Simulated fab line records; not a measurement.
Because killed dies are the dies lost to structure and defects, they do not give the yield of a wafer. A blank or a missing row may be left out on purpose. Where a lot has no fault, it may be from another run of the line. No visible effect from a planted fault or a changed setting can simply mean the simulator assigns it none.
Lot-split experiment    flow n5_finfet    7 lots, 21 wafers read, on a route of 1938 steps

ON THE SPLIT
At N5_BEOL_M8_ILD_DEP_00 (deposits SiCOH lowk from DEMS/porogen, target thk 179.75 nm, time 33.4 s), the setting time_s was moved away from the recipe's 33.4 s on 5 of the 21 wafers read, by -14.0% to +8.7%. This setting was run at the recipe's value on the other wafers.

FROM SPLIT TO READING: 1 step shown by the file between the two
- N5_BEOL_M8_CURE_74: cures SiCOH lowk, time 240 s

THE READING
M8_ILD_THK in nanometres, read at N5_BEOL_M8_THK_MEAS_01. Typical for fault-free wafers on this fab line: 155.2 nm, with standard deviation 2.1 nm.

wafer   tool, chamber at the split  time_s as run, s  against the recipe  M8_ILD_THK, nm  against lot-mates on the recipe
L075.2  pecvd-02, 2                 33.4              recipe              157.2           -
L075.4  pecvd-02, 2                 33.4              recipe              157.9           -
L075.6  pecvd-02, 1                 33.4              recipe              156.8           -
L078.1  pecvd-03, 1                 36.32             +8.7%               164.3           +9.8
L078.4  pecvd-03, 1                 33.4              recipe              154.5           -
L078.6  pecvd-03, 1                 36.32             +8.7%               167.0           +12.5
L082.2  pecvd-03, 1                 31.78             -4.9%               145.5           -8.4
L082.3  pecvd-03, 0                 33.4              recipe              155.9           -
L082.6  pecvd-03, 2                 33.4              recipe              151.9           -
L084.1  pecvd-03, 0                 33.4              recipe              154.6           -
L084.2  pecvd-03, 2                 33.4              recipe              151.5           -
L084.3  pecvd-03, 1                 33.4              recipe              152.0           -
L087.4  pecvd-04, 1                 28.71             -14.0%              136.2           -20.1
L087.5  pecvd-04, 2                 33.4              recipe              155.5           -
L087.6  pecvd-04, 0                 33.4              recipe              157.0           -
L093.2  pecvd-02, 0                 33.4              recipe              155.8           -
L093.4  pecvd-02, 0                 33.4              recipe              157.1           -
L093.5  pecvd-02, 1                 33.4              recipe              158.0           -
L096.1  pecvd-04, 2                 33.4              recipe              153.3           -
L096.4  pecvd-04, 2                 31.96             -4.3%               149.1           -5.1
L096.5  pecvd-04, 1                 33.4              recipe              155.1           -

FIT RESULTS
A straight line over all 21 wafers: M8_ILD_THK changes by +1.33 nm for each +1% of time_s; r = +0.94; the points scatter about the line by 2.1 nm.
The same after taking each lot's own level away (the mean of its wafers on the recipe; 21 wafers): +1.37 nm for each +1%; r = +0.98; scatter 1.2 nm.
On that fit, the largest move of time_s shifts the reading by 19 nm.
Measured against the standard deviation above, the lots' own levels, which go from 152.70 to 157.30 nm, span 2.2 times it.
The two slopes are in agreement: the lot-to-lot level therefore moves the slope only a little.
Check: -18.7 nm against its lot-mates is what the line predicts for one of the wafers moved furthest among these (-14.0%) when that wafer is left out of the fit. It came out at -20.1 nm against them.

FURTHER SPLITS ON THESE WAFERS
These wafers also went through other splits before the reading. Each is held against what the fit with the lots' levels taken away leaves over:
other split on the same wafers  wafers away from the commonest value  r with M8_ILD_THK (lot level and that fit taken away)
N5_BEOL_M6_COAT_60 spin_rpm     9                                     +0.37
N5_BEOL_M7_DEP_56 time_s        5                                     -0.04

THE WHOLE CHAIN: every reading that the file lists as answering this split, in the file's order
step                    what it does                                                              reading                                                                                   change (the file's fit)               r (the file's)
N5_BEOL_M8_ILD_DEP_00   deposits SiCOH lowk from DEMS/porogen, target thk 179.75 nm, time 33.4 s  SiCOH_lowk_of_BEOL_M8_ILD_DEP_00.thk_nm (the simulator's own value, which no gauge read)  +1.62 nm for each +1% of the setting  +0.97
N5_BEOL_M8_CURE_74      cures SiCOH lowk, time 240 s                                              SiCOH_lowk_of_BEOL_M8_ILD_DEP_00.thk_nm (the simulator's own value, which no gauge read)  +1.41 nm for each +1% of the setting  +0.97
N5_BEOL_M8_THK_MEAS_01                                                                            M8_ILD_THK                                                                                +1.4 for each +1% of the setting      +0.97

FILE'S OWN FIT
M8_ILD_THK changes by +1.4 nm for each +1% of time_s, r = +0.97.
